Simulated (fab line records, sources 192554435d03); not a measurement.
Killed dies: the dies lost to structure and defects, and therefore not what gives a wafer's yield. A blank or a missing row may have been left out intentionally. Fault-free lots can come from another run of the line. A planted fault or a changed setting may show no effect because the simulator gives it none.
Chamber matching	flow n5Finfet	N5_BEOL_M0_ETCH_138 on rieDiel-06: 4 sister chambers
The step etches SiCN in CH3F/O2, target depth 12 nm, time 31.6 s. 4 wafers are shown with their chamber, then 12 later ones without.

EACH WAFER AND ITS CHAMBER
wafer	chamber	drypumpMotorCurrentA (A)
L083.1	1	5.3
L087.3	0	5.5
L086.5	2	5.3
L086.6	3	6.8

WAFERS WITHOUT THEIR CHAMBER
wafer	drypumpMotorCurrentA (A)
L094.2	5.5
L094.4	6.8
L094.6	5.3
L095.1	5.5
L095.2	5.3
L095.3	5.3
L095.4	6.8
L095.5	5.4
L095.6	5.5
L097.3	5.4
L097.4	5.5
L097.5	5.3

WHICH CHAMBER EACH ONE RAN IN
wafer	from the rows above	in truth
L094.2	0	0
L094.4	3	3
L094.6	can't be placed: 1 or 2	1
L095.1	0	0
L095.2	can't be placed: 1 or 2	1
L095.3	can't be placed: 1 or 2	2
L095.4	3	3
L095.5	can't be placed: 0 or 1 or 2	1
L095.6	0	0
L097.3	can't be placed: 0 or 1 or 2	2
L097.4	0	0
L097.5	can't be placed: 1 or 2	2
Placed correctly: 6 of 12. Unplaceable from these rows: 6, with the true chamber sitting among the candidates in 6. 0 placed wrongly.
How it was worked out, from the rows above alone: a wafer's distance from a chamber is the root of the sum, over the readings, of the square of ((its reading less the chamber's mean) divided by the reading's scatter). If the next closest chamber is less than 2 further off than the closest, the wafer can't be placed; otherwise it belongs to the closest. A chamber's mean is the mean of its shown wafers. The scatter: root of mean squared gap, hidden wafer to nearest shown wafer, with one shown wafer a chamber.
